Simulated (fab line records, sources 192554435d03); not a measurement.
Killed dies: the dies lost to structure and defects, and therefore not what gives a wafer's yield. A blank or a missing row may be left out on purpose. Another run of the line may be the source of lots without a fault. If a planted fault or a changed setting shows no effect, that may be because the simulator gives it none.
fab line records / flow n5-finfet / part 2 of 2: steps 23 to 31 of 31
record: lots: 5 wafers: 15 last-day: 15
route steps=1938 shown BEOL_M10@1508 BEOL_M11@1536
lots that met no fault: from a run of the same line without faults
start-h: hours from the record's first day to the start of the lot's first wafer shown / wait-h: hours from the lot's prior step to this one / " the same as in the row above / L1.1+2: a row that stands for several wafers / - no value present, or no start provided / * or withheld: withheld / < > ~ a bound
route shown NAME@n: names a module that has steps shown in the file, with the first one's number in the route / usual: the fault-free wafers' mean and standard deviation / same: alike in all rows / chamber/n: place in a boat / sites: the reading at each site / _std_site: how widely they spread, as a standard deviation / _edge_site: inner sites' mean taken away from outer sites' mean / radius-mm: how far each site lies from the wafer's centre / mask NAME#n: copy n / behind: the tool/chamber that last shaped the wafer / hold: cause of the lot's hold/its duration in hours/its outcome / device: the transistor (n, p or np) that didn't switch / end of line: the tests these same wafers got at the end of their route / where a step has no rows: the recipe by itself / killed: count of dies lost to structure and defects at first sort (not the wafer's yield) / map: dies across one wafer; x = killed, . = not, _ = none there
set.NAME: the setting the step ran with; set.NAME@STEP: the setting that earlier step ran with / model.NAME: the simulator's own value behind a step, which no gauge read
lots seen at some steps along the route; tables by step, rows by wafer
services: a tool's chamber out of use, with start hour (start-h, from the record's first day; less than 0 if before it), hours out, and reason
== steps ==
step: N5_BEOL_M10_CMP_52
recipe: stop-on: SiCOH_lowk t-overpolish-s: 7 down-force-psi: 1 platen-rpm: 50 clearing-platen-down-force-psi: 1.5 clearing-platen-rpm: 50 post-cmp-clean: cu-alkaline target-thk-nm: 140 clearing-platen-pad-velocity-m-s: 0.99484 pad-velocity-m-s: 0.99484
usual: barrier-field-endpoint-s: 28.8/0.85 clearing-platen-down-force-psi: 1.499/0.003 motor-current-A: 5.8/0.52 overpolish-run-s: 6.999/0.0095 platen-rpm: 50.01/0.034 time-to-endpoint-s: 66/4
lot.wafer=L075.2 tool=cmp-03 chamber=1 start-h=232.72 wait-h=0.2 barrier-field-endpoint-s=29.2 clearing-platen-down-force-psi=1.496 motor-current-A=5.3 overpolish-run-s=6.990 platen-rpm=49.95 time-to-endpoint-s=66
lot.wafer=L075.4 tool=cmp-03 chamber=2 start-h=232.72 wait-h=0.2 barrier-field-endpoint-s=29.0 clearing-platen-down-force-psi=1.498 motor-current-A=5.0 overpolish-run-s=6.991 platen-rpm=49.99 time-to-endpoint-s=65
lot.wafer=L075.6 tool=cmp-03 chamber=1 start-h=232.72 wait-h=0.2 barrier-field-endpoint-s=30.0 clearing-platen-down-force-psi=1.497 motor-current-A=6.0 overpolish-run-s=7.014 platen-rpm=50.03 time-to-endpoint-s=69
lot.wafer=L078.4 tool=cmp-01 chamber=1 start-h=252.88 wait-h=0.2 barrier-field-endpoint-s=31.6 clearing-platen-down-force-psi=1.501 motor-current-A=6.5 overpolish-run-s=7.010 platen-rpm=49.95 time-to-endpoint-s=76
lot.wafer=L078.2 tool=cmp-01 chamber=2 start-h=252.88 wait-h=0.2 barrier-field-endpoint-s=27.8 clearing-platen-down-force-psi=1.499 motor-current-A=4.8 overpolish-run-s=6.991 platen-rpm=49.99 time-to-endpoint-s=63
lot.wafer=L078.5 tool=cmp-01 chamber=1 start-h=252.88 wait-h=0.2 barrier-field-endpoint-s=31.7 clearing-platen-down-force-psi=1.498 motor-current-A=6.6 overpolish-run-s=6.994 platen-rpm=50.04 time-to-endpoint-s=76
lot.wafer=L079.2 tool=cmp-04 chamber=3 start-h=258.57 wait-h=0.2 barrier-field-endpoint-s=30.1 clearing-platen-down-force-psi=1.496 motor-current-A=6.4 overpolish-run-s=6.989 platen-rpm=50.01 time-to-endpoint-s=71
lot.wafer=L079.4 tool=cmp-04 chamber=0 start-h=258.57 wait-h=0.2 barrier-field-endpoint-s=28.2 clearing-platen-down-force-psi=1.499 motor-current-A=5.1 overpolish-run-s=7.002 platen-rpm=50.03 time-to-endpoint-s=63
lot.wafer=L079.5 tool=cmp-04 chamber=3 start-h=258.57 wait-h=0.2 barrier-field-endpoint-s=30.3 clearing-platen-down-force-psi=1.501 motor-current-A=6.1 overpolish-run-s=6.993 platen-rpm=50.05 time-to-endpoint-s=72
lot.wafer=L090.3 tool=cmp-03 chamber=3 start-h=308.97 wait-h=0.3 barrier-field-endpoint-s=28.9 clearing-platen-down-force-psi=1.500 motor-current-A=5.4 overpolish-run-s=6.991 platen-rpm=50.02 time-to-endpoint-s=66
lot.wafer=L090.4 tool=cmp-03 chamber=0 start-h=308.97 wait-h=0.3 barrier-field-endpoint-s=27.6 clearing-platen-down-force-psi=1.502 motor-current-A=5.8 overpolish-run-s=7.004 platen-rpm=49.98 time-to-endpoint-s=59
lot.wafer=L090.6 tool=cmp-03 chamber=1 start-h=308.97 wait-h=0.3 barrier-field-endpoint-s=29.0 clearing-platen-down-force-psi=1.496 motor-current-A=5.6 overpolish-run-s=7.013 platen-rpm=49.96 time-to-endpoint-s=69
lot.wafer=L091.1 tool=cmp-01 chamber=2 start-h=318.19 wait-h=0.3 barrier-field-endpoint-s=28.0 clearing-platen-down-force-psi=1.499 motor-current-A=4.9 overpolish-run-s=6.992 platen-rpm=50.06 time-to-endpoint-s=57
lot.wafer=L091.6 tool=cmp-01 chamber=2 start-h=318.19 wait-h=0.3 barrier-field-endpoint-s=28.5 clearing-platen-down-force-psi=1.497 motor-current-A=5.1 overpolish-run-s=6.988 platen-rpm=50.03 time-to-endpoint-s=59
lot.wafer=L091.5 tool=cmp-01 chamber=3 start-h=318.19 wait-h=0.3 barrier-field-endpoint-s=27.2 clearing-platen-down-force-psi=1.505 motor-current-A=5.8 overpolish-run-s=7.001 platen-rpm=49.99 time-to-endpoint-s=59
step: N5_BEOL_M10_THK_MEAS_53
recipe: thk-meas-gauge: xrf reads: Cu_of_BEOL_M10_ECD_50
usual: M10_THK: 142/3.1
lot.wafer=L075.2 tool=film-metro-01 chamber=- start-h=233.02 wait-h=- M10_THK[nm]=145
lot.wafer=L075.4 tool=film-metro-01 chamber=- start-h=233.02 wait-h=- M10_THK[nm]=146
lot.wafer=L075.6 tool=film-metro-01 chamber=- start-h=233.02 wait-h=- M10_THK[nm]=149
lot.wafer=L078.2 tool=film-metro-02 chamber=- start-h=253.13 wait-h=- M10_THK[nm]=144
lot.wafer=L078.4 tool=film-metro-02 chamber=- start-h=253.13 wait-h=- M10_THK[nm]=142
lot.wafer=L078.5 tool=film-metro-02 chamber=- start-h=253.13 wait-h=- M10_THK[nm]=148
lot.wafer=L079.2 tool=film-metro-01 chamber=- start-h=258.83 wait-h=- M10_THK[nm]=142
lot.wafer=L079.4 tool=film-metro-01 chamber=- start-h=258.83 wait-h=- M10_THK[nm]=140
lot.wafer=L079.5 tool=film-metro-01 chamber=- start-h=258.83 wait-h=- M10_THK[nm]=138
lot.wafer=L090.3 tool=film-metro-02 chamber=- start-h=309.19 wait-h=- M10_THK[nm]=142
lot.wafer=L090.4 tool=film-metro-02 chamber=- start-h=309.19 wait-h=- M10_THK[nm]=137
lot.wafer=L090.6 tool=film-metro-02 chamber=- start-h=309.19 wait-h=- M10_THK[nm]=143
lot.wafer=L091.1 tool=film-metro-02 chamber=- start-h=318.49 wait-h=- M10_THK[nm]=144
lot.wafer=L091.5 tool=film-metro-02 chamber=- start-h=318.49 wait-h=- M10_THK[nm]=144
lot.wafer=L091.6 tool=film-metro-02 chamber=- start-h=318.49 wait-h=- M10_THK[nm]=138
step: N5_BEOL_M10_PRE_CLEAN_55
recipe: gas: NH3 time-s: 15 temp-c: withheld rf-power-w: 300
lot.wafer=L075.2+4+6 tool=pecvd-04 chamber=0,0,1 start-h=233.05 wait-h=0.0
lot.wafer=L078.2+4+5 tool=pecvd-04 chamber=2,0,2 start-h=253.17 wait-h=0.0
lot.wafer=L079.2+4+5 tool=pecvd-04 chamber=0,0,1 start-h=258.87 wait-h=0.0
lot.wafer=L090.3+4+6 tool=pecvd-03 chamber=1,2,1 start-h=309.23 wait-h=0.0
lot.wafer=L091.1+5+6 tool=pecvd-04 chamber=1,2,0 start-h=318.52 wait-h=0.0
step: N5_BEOL_M10_DEP_56
recipe: material: SiCN target-thk-a: 150 temp-c: withheld precursor: 3MS/NH3 pressure-torr: 3 rf-w: 202 time-s: 26.5
usual: showerhead-plenum-p-Torr: 3.668/0.0082 throttle-valve-pct: 9.3/0.52
lot.wafer=L075.2 tool=pecvd-04 chamber=0 start-h=233.08 wait-h=0.0 showerhead-plenum-p-Torr=3.675 throttle-valve-pct=9.9
lot.wafer=L075.4 tool=pecvd-04 chamber=0 start-h=233.08 wait-h=0.0 showerhead-plenum-p-Torr=3.667 throttle-valve-pct=9.7
lot.wafer=L075.6 tool=pecvd-04 chamber=1 start-h=233.08 wait-h=0.0 showerhead-plenum-p-Torr=3.657 throttle-valve-pct=9.6
lot.wafer=L078.2 tool=pecvd-04 chamber=2 start-h=253.19 wait-h=0.0 showerhead-plenum-p-Torr=3.672 throttle-valve-pct=8.7
lot.wafer=L078.4 tool=pecvd-04 chamber=0 start-h=253.19 wait-h=0.0 showerhead-plenum-p-Torr=3.671 throttle-valve-pct=9.5
lot.wafer=L078.5 tool=pecvd-04 chamber=2 start-h=253.19 wait-h=0.0 showerhead-plenum-p-Torr=3.662 throttle-valve-pct=8.6
lot.wafer=L079.2 tool=pecvd-04 chamber=0 start-h=258.89 wait-h=0.0 showerhead-plenum-p-Torr=3.667 throttle-valve-pct=9.7
lot.wafer=L079.4 tool=pecvd-04 chamber=0 start-h=258.89 wait-h=0.0 showerhead-plenum-p-Torr=3.676 throttle-valve-pct=9.6
lot.wafer=L079.5 tool=pecvd-04 chamber=1 start-h=258.89 wait-h=0.0 showerhead-plenum-p-Torr=3.661 throttle-valve-pct=9.3
lot.wafer=L090.3 tool=pecvd-03 chamber=1 start-h=309.28 wait-h=0.0 showerhead-plenum-p-Torr=3.663 throttle-valve-pct=9.2
lot.wafer=L090.4 tool=pecvd-03 chamber=2 start-h=309.28 wait-h=0.0 showerhead-plenum-p-Torr=3.664 throttle-valve-pct=8.8
lot.wafer=L090.6 tool=pecvd-03 chamber=1 start-h=309.28 wait-h=0.0 showerhead-plenum-p-Torr=3.663 throttle-valve-pct=9.1
lot.wafer=L091.1 tool=pecvd-04 chamber=1 start-h=318.55 wait-h=0.0 showerhead-plenum-p-Torr=3.656 throttle-valve-pct=9.6
lot.wafer=L091.5 tool=pecvd-04 chamber=2 start-h=318.55 wait-h=0.0 showerhead-plenum-p-Torr=3.669 throttle-valve-pct=8.0
lot.wafer=L091.6 tool=pecvd-04 chamber=0 start-h=318.55 wait-h=0.0 showerhead-plenum-p-Torr=3.670 throttle-valve-pct=9.6
step: N5_BEOL_M10_RS_MEAS_57
recipe: thk-meas-gauge: four-point-probe reads: Cu_of_BEOL_M10_ECD_50+Co_of_BEOL_M10_CVD_75+TaN_of_BEOL_M10_ALD_74
usual: M10_RS: 0.149/0.0033
lot.wafer=L075.2 tool=film-metro-01 chamber=- start-h=233.15 wait-h=0.1 M10_RS[ohm/sq]=0.145
lot.wafer=L075.4 tool=film-metro-01 chamber=- start-h=233.15 wait-h=0.1 M10_RS[ohm/sq]=0.144
lot.wafer=L075.6 tool=film-metro-01 chamber=- start-h=233.15 wait-h=0.1 M10_RS[ohm/sq]=0.142
lot.wafer=L078.2 tool=film-metro-02 chamber=- start-h=253.27 wait-h=0.1 M10_RS[ohm/sq]=0.147
lot.wafer=L078.4 tool=film-metro-02 chamber=- start-h=253.27 wait-h=0.1 M10_RS[ohm/sq]=0.149
lot.wafer=L078.5 tool=film-metro-02 chamber=- start-h=253.27 wait-h=0.1 M10_RS[ohm/sq]=0.143
lot.wafer=L079.2 tool=film-metro-01 chamber=- start-h=258.97 wait-h=0.1 M10_RS[ohm/sq]=0.148
lot.wafer=L079.4 tool=film-metro-01 chamber=- start-h=258.97 wait-h=0.1 M10_RS[ohm/sq]=0.150
lot.wafer=L079.5 tool=film-metro-01 chamber=- start-h=258.97 wait-h=0.1 M10_RS[ohm/sq]=0.154
lot.wafer=L090.3 tool=film-metro-02 chamber=- start-h=309.35 wait-h=0.1 M10_RS[ohm/sq]=0.148
lot.wafer=L090.4 tool=film-metro-02 chamber=- start-h=309.35 wait-h=0.1 M10_RS[ohm/sq]=0.153
lot.wafer=L090.6 tool=film-metro-02 chamber=- start-h=309.35 wait-h=0.1 M10_RS[ohm/sq]=0.147
lot.wafer=L091.1 tool=film-metro-02 chamber=- start-h=318.62 wait-h=0.1 M10_RS[ohm/sq]=0.147
lot.wafer=L091.5 tool=film-metro-02 chamber=- start-h=318.62 wait-h=0.1 M10_RS[ohm/sq]=0.147
lot.wafer=L091.6 tool=film-metro-02 chamber=- start-h=318.62 wait-h=0.1 M10_RS[ohm/sq]=0.154
step: N5_BEOL_M10_INSPECT_58
recipe: inspect-instrument: darkfield mode: post-dep
usual: raw-defect-count: 71/26
lot.wafer=L075.2 tool=defect-inspect-01 chamber=- start-h=233.18 wait-h=0.0 raw-defect-count=66
lot.wafer=L075.4 tool=defect-inspect-01 chamber=- start-h=233.18 wait-h=0.0 raw-defect-count=54
lot.wafer=L075.6 tool=defect-inspect-01 chamber=- start-h=233.18 wait-h=0.0 raw-defect-count=65
lot.wafer=L078.2 tool=defect-inspect-02 chamber=- start-h=253.29 wait-h=0.0 raw-defect-count=52
lot.wafer=L078.4 tool=defect-inspect-02 chamber=- start-h=253.29 wait-h=0.0 raw-defect-count=62
lot.wafer=L078.5 tool=defect-inspect-02 chamber=- start-h=253.29 wait-h=0.0 raw-defect-count=105
lot.wafer=L079.2 tool=defect-inspect-01 chamber=- start-h=258.99 wait-h=0.0 raw-defect-count=114
lot.wafer=L079.4 tool=defect-inspect-01 chamber=- start-h=258.99 wait-h=0.0 raw-defect-count=168
lot.wafer=L079.5 tool=defect-inspect-01 chamber=- start-h=258.99 wait-h=0.0 raw-defect-count=67
lot.wafer=L090.3 tool=defect-inspect-02 chamber=- start-h=309.38 wait-h=0.0 raw-defect-count=57
lot.wafer=L090.4 tool=defect-inspect-02 chamber=- start-h=309.38 wait-h=0.0 raw-defect-count=70
lot.wafer=L090.6 tool=defect-inspect-02 chamber=- start-h=309.38 wait-h=0.0 raw-defect-count=51
lot.wafer=L091.1 tool=defect-inspect-01 chamber=- start-h=318.65 wait-h=0.0 raw-defect-count=86
lot.wafer=L091.5 tool=defect-inspect-01 chamber=- start-h=318.65 wait-h=0.0 raw-defect-count=86
lot.wafer=L091.6 tool=defect-inspect-01 chamber=- start-h=318.65 wait-h=0.0 raw-defect-count=61
step: N5_BEOL_M11_ILD_DEP_00
recipe: material: SiCOH_lowk target-thk-a: 3085.1 temp-c: 300 precursor: DEMS/porogen pressure-torr: 5 rf-w: 500 time-s: 58
usual: heater-power-w: 315/49 showerhead-plenum-p-Torr: 5.746/0.016 throttle-valve-pct: 14.2/0.67
lot.wafer=L075.2 tool=pecvd-01 chamber=1 start-h=233.22 wait-h=0.0 heater-power-w=386 showerhead-plenum-p-Torr=5.738 throttle-valve-pct=14.2
lot.wafer=L075.4 tool=pecvd-01 chamber=0 start-h=233.22 wait-h=0.0 heater-power-w=360 showerhead-plenum-p-Torr=5.738 throttle-valve-pct=14.9
lot.wafer=L075.6 tool=pecvd-01 chamber=2 start-h=233.22 wait-h=0.0 heater-power-w=312 showerhead-plenum-p-Torr=5.756 throttle-valve-pct=13.5
lot.wafer=L078.2 tool=pecvd-01 chamber=2 start-h=253.33 wait-h=0.0 heater-power-w=253 showerhead-plenum-p-Torr=5.749 throttle-valve-pct=13.4
lot.wafer=L078.4 tool=pecvd-01 chamber=1 start-h=253.33 wait-h=0.0 heater-power-w=411 showerhead-plenum-p-Torr=5.744 throttle-valve-pct=14.2
lot.wafer=L078.5 tool=pecvd-01 chamber=0 start-h=253.33 wait-h=0.0 heater-power-w=354 showerhead-plenum-p-Torr=5.757 throttle-valve-pct=14.7
lot.wafer=L079.2 tool=pecvd-02 chamber=1 start-h=259.03 wait-h=0.0 heater-power-w=339 showerhead-plenum-p-Torr=5.761 throttle-valve-pct=14.5
lot.wafer=L079.4 tool=pecvd-02 chamber=2 start-h=259.03 wait-h=0.0 heater-power-w=296 showerhead-plenum-p-Torr=5.717 throttle-valve-pct=13.8
lot.wafer=L079.5 tool=pecvd-02 chamber=0 start-h=259.03 wait-h=0.0 heater-power-w=262 showerhead-plenum-p-Torr=5.742 throttle-valve-pct=14.4
lot.wafer=L090.3 tool=pecvd-02 chamber=2 start-h=309.42 wait-h=0.0 heater-power-w=311 showerhead-plenum-p-Torr=5.716 throttle-valve-pct=14.0
lot.wafer=L090.4 tool=pecvd-02 chamber=2 start-h=309.42 wait-h=0.0 heater-power-w=317 showerhead-plenum-p-Torr=5.717 throttle-valve-pct=14.0
lot.wafer=L090.6 tool=pecvd-02 chamber=0 start-h=309.42 wait-h=0.0 heater-power-w=276 showerhead-plenum-p-Torr=5.723 throttle-valve-pct=14.5
lot.wafer=L091.1 tool=pecvd-02 chamber=1 start-h=318.68 wait-h=0.0 heater-power-w=339 showerhead-plenum-p-Torr=5.774 throttle-valve-pct=14.3
lot.wafer=L091.5 tool=pecvd-02 chamber=1 start-h=318.68 wait-h=0.0 heater-power-w=346 showerhead-plenum-p-Torr=5.776 throttle-valve-pct=14.7
lot.wafer=L091.6 tool=pecvd-02 chamber=0 start-h=318.68 wait-h=0.0 heater-power-w=259 showerhead-plenum-p-Torr=5.729 throttle-valve-pct=14.3
step: N5_BEOL_M11_CURE_71
recipe: temp-c: 385 time-s: 240 ambient: He/Ar material: SiCOH_lowk
usual: lamp-power-pct: 52.31/0.053 wafer_temp_C_max: 387.2/0.59
lot.wafer=L075.2 tool=uv-cure-02 chamber=0 start-h=233.37 wait-h=0.1 lamp-power-pct=52.30 wafer_temp_C_max=386.6
lot.wafer=L075.4 tool=uv-cure-02 chamber=0 start-h=233.37 wait-h=0.1 lamp-power-pct=52.36 wafer_temp_C_max=386.2
lot.wafer=L075.6 tool=uv-cure-02 chamber=0 start-h=233.37 wait-h=0.1 lamp-power-pct=52.30 wafer_temp_C_max=386.5
lot.wafer=L078.2 tool=uv-cure-01 chamber=0 start-h=253.49 wait-h=0.1 lamp-power-pct=52.36 wafer_temp_C_max=387.0
lot.wafer=L078.4 tool=uv-cure-01 chamber=0 start-h=253.49 wait-h=0.1 lamp-power-pct=52.23 wafer_temp_C_max=386.5
lot.wafer=L078.5 tool=uv-cure-01 chamber=0 start-h=253.49 wait-h=0.1 lamp-power-pct=52.25 wafer_temp_C_max=387.2
lot.wafer=L079.2 tool=uv-cure-03 chamber=2 start-h=259.27 wait-h=0.2 lamp-power-pct=52.36 wafer_temp_C_max=387.6
lot.wafer=L079.4 tool=uv-cure-03 chamber=2 start-h=259.27 wait-h=0.2 lamp-power-pct=52.33 wafer_temp_C_max=387.4
lot.wafer=L079.5 tool=uv-cure-03 chamber=2 start-h=259.27 wait-h=0.2 lamp-power-pct=52.27 wafer_temp_C_max=388.3
lot.wafer=L090.3 tool=uv-cure-01 chamber=2 start-h=309.65 wait-h=0.2 lamp-power-pct=52.38 wafer_temp_C_max=388.0
lot.wafer=L090.4 tool=uv-cure-01 chamber=2 start-h=309.65 wait-h=0.2 lamp-power-pct=52.41 wafer_temp_C_max=388.0
lot.wafer=L090.6 tool=uv-cure-01 chamber=2 start-h=309.65 wait-h=0.2 lamp-power-pct=52.40 wafer_temp_C_max=387.4
lot.wafer=L091.1 tool=uv-cure-02 chamber=2 start-h=318.76 wait-h=0.0 lamp-power-pct=52.26 wafer_temp_C_max=388.1
lot.wafer=L091.5 tool=uv-cure-02 chamber=2 start-h=318.76 wait-h=0.0 lamp-power-pct=52.37 wafer_temp_C_max=388.5
lot.wafer=L091.6 tool=uv-cure-02 chamber=2 start-h=318.76 wait-h=0.0 lamp-power-pct=52.21 wafer_temp_C_max=388.1
step: N5_BEOL_M11_THK_MEAS_01
recipe: reads: SiCOH_lowk_of_BEOL_M11_ILD_DEP_00
usual: M11_ILD_THK: 269/3.7
lot.wafer=L075.2 tool=film-metro-02 chamber=- start-h=233.81 wait-h=0.4 M11_ILD_THK[nm]=264
lot.wafer=L075.4 tool=film-metro-02 chamber=- start-h=233.81 wait-h=0.4 M11_ILD_THK[nm]=268
lot.wafer=L075.6 tool=film-metro-02 chamber=- start-h=233.81 wait-h=0.4 M11_ILD_THK[nm]=273
lot.wafer=L078.2 tool=film-metro-02 chamber=- start-h=253.92 wait-h=0.4 M11_ILD_THK[nm]=266
lot.wafer=L078.4 tool=film-metro-02 chamber=- start-h=253.92 wait-h=0.4 M11_ILD_THK[nm]=269
lot.wafer=L078.5 tool=film-metro-02 chamber=- start-h=253.92 wait-h=0.4 M11_ILD_THK[nm]=266
lot.wafer=L079.2 tool=film-metro-02 chamber=- start-h=260.10 wait-h=0.7 M11_ILD_THK[nm]=272
lot.wafer=L079.4 tool=film-metro-02 chamber=- start-h=260.10 wait-h=0.7 M11_ILD_THK[nm]=270
lot.wafer=L079.5 tool=film-metro-02 chamber=- start-h=260.10 wait-h=0.7 M11_ILD_THK[nm]=269
lot.wafer=L090.3 tool=film-metro-01 chamber=- start-h=310.01 wait-h=0.3 M11_ILD_THK[nm]=265
lot.wafer=L090.4 tool=film-metro-01 chamber=- start-h=310.01 wait-h=0.3 M11_ILD_THK[nm]=269
lot.wafer=L090.6 tool=film-metro-01 chamber=- start-h=310.01 wait-h=0.3 M11_ILD_THK[nm]=275
lot.wafer=L091.1 tool=film-metro-01 chamber=- start-h=319.27 wait-h=0.4 M11_ILD_THK[nm]=270
lot.wafer=L091.5 tool=film-metro-01 chamber=- start-h=319.27 wait-h=0.4 M11_ILD_THK[nm]=273
lot.wafer=L091.6 tool=film-metro-01 chamber=- start-h=319.27 wait-h=0.4 M11_ILD_THK[nm]=273
== services ==
tool=cmp-01 chamber=- start-h=213.32 hours=1.2 kind=repair
tool=cmp-03 chamber=- start-h=218.71 hours=1.1 kind=repair
tool=cmp-03 chamber=- start-h=221.52 hours=5.1 kind=pm
tool=rie-diel-04 chamber=1 start-h=235.62 hours=8.8 kind=repair
tool=rie-diel-05 chamber=3 start-h=239.05 hours=115.1 kind=repair
tool=uv-cure-02 chamber=- start-h=240.52 hours=1.9 kind=repair
tool=ecd-cu-02 chamber=- start-h=251.89 hours=0.5 kind=repair
tool=ecd-cu-02 chamber=- start-h=258.97 hours=0.3 kind=repair
tool=wet-bench-03 chamber=- start-h=260.60 hours=3.7 kind=repair
tool=cvd-co-02 chamber=- start-h=263.98 hours=14.6 kind=pm
tool=cmp-03 chamber=- start-h=267.36 hours=0.8 kind=repair
tool=pecvd-04 chamber=2 start-h=272.32 hours=2.5 kind=repair
tool=pecvd-03 chamber=1 start-h=275.80 hours=7.2 kind=repair
tool=ecd-cu-01 chamber=- start-h=282.79 hours=1.7 kind=repair
tool=uv-cure-01 chamber=- start-h=282.81 hours=2.1 kind=pm
tool=cvd-co-01 chamber=- start-h=285.15 hours=3.3 kind=repair
tool=ecd-cu-01 chamber=- start-h=291.88 hours=3.2 kind=repair
tool=uv-cure-02 chamber=- start-h=296.72 hours=1.0 kind=pm
tool=pecvd-01 chamber=2 start-h=298.12 hours=1.9 kind=repair
tool=pecvd-01 chamber=- start-h=301.37 hours=14.6 kind=pm
tool=cmp-01 chamber=- start-h=303.99 hours=0.9 kind=repair
tool=cmp-01 chamber=- start-h=305.30 hours=2.1 kind=repair
tool=cvd-co-02 chamber=- start-h=307.55 hours=0.7 kind=repair
tool=pecvd-02 chamber=- start-h=317.36 hours=0.8 kind=repair
